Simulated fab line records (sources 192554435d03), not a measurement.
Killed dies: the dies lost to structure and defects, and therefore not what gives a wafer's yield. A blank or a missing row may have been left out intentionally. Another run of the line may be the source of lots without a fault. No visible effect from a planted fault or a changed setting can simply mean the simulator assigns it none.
Chamber matching	flow n5 finfet	N5_FIN_CUT_CUT_ETCH_28 on rie si-03 has 4 sister chambers
The step etches Si in HBr/Cl2/O2, target depth 6 nm, time 2.4 s. 18 wafers are shown with their chamber, then 9 later ones without.

EACH WAFER AND ITS CHAMBER
wafer	chamber	drypump motor current A (A)	oes product au (a.u.)
L076.1	0	5.5	1.015
L076.2	2	6.0	0.999
L076.5	3	5.4	1.007
L079.2	3	5.4	1.003
L079.3	0	5.5	1.023
L079.4	1	5.7	1.016
L080.1	3	5.4	1.012
L080.2	1	5.7	1.019
L080.6	1	5.6	1.010
L081.2	1	5.7	1.008
L081.3	2	6.0	1.006
L081.4	3	5.5	1.008
L084.1	2	6.0	1.005
L084.3	3	5.5	1.009
L084.5	2	6.0	1.015
L088.1	3	5.5	1.010
L088.2	1	5.7	1.008
L088.4	2	6.0	1.000

SIGNATURES (means of the wafers above)
reading	chamber 0	chamber 1	chamber 2	chamber 3	scatter within a chamber
drypump motor current A	5.500	5.680	6.000	5.450	0.0405
oes product au	1.01900	1.01220	1.00500	1.00817	0.00494
Rule: for each reading, subtract the chamber's mean from the wafer's reading, divide by that reading's scatter and square the result; add these up over the readings and take the root, which gives the wafer's distance from the chamber. If the next closest chamber is less than 2 further off than the closest, the wafer can't be placed; otherwise it belongs to the closest. The scatter: the root of (the sum of the squares of (reading less its chamber's mean) over the shown wafers, divided by (wafers less chambers)).

WAFERS MISSING THEIR CHAMBER
wafer	drypump motor current A (A)	oes product au (a.u.)
L089.2	5.7	1.005
L089.4	5.5	1.014
L089.5	6.0	1.005
L091.1	5.9	1.004
L091.2	5.7	1.007
L091.4	5.4	1.010
L097.1	5.5	1.020
L097.4	5.5	1.002
L097.6	5.5	1.016

WHICH CHAMBER EACH WENT THROUGH
wafer	from the rows above	in truth
L089.2	1	1
L089.4	can't be placed: 0 or 3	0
L089.5	2	2
L091.1	2	2
L091.2	1	1
L091.4	can't be placed: 3 or 0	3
L097.1	0	0
L097.4	can't be placed: 3 or 0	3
L097.6	can't be placed: 0 or 3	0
5 of 9 placed correctly. Not placeable from these rows: 4 (in 4, the candidates include the true chamber). Number placed wrongly: 0.
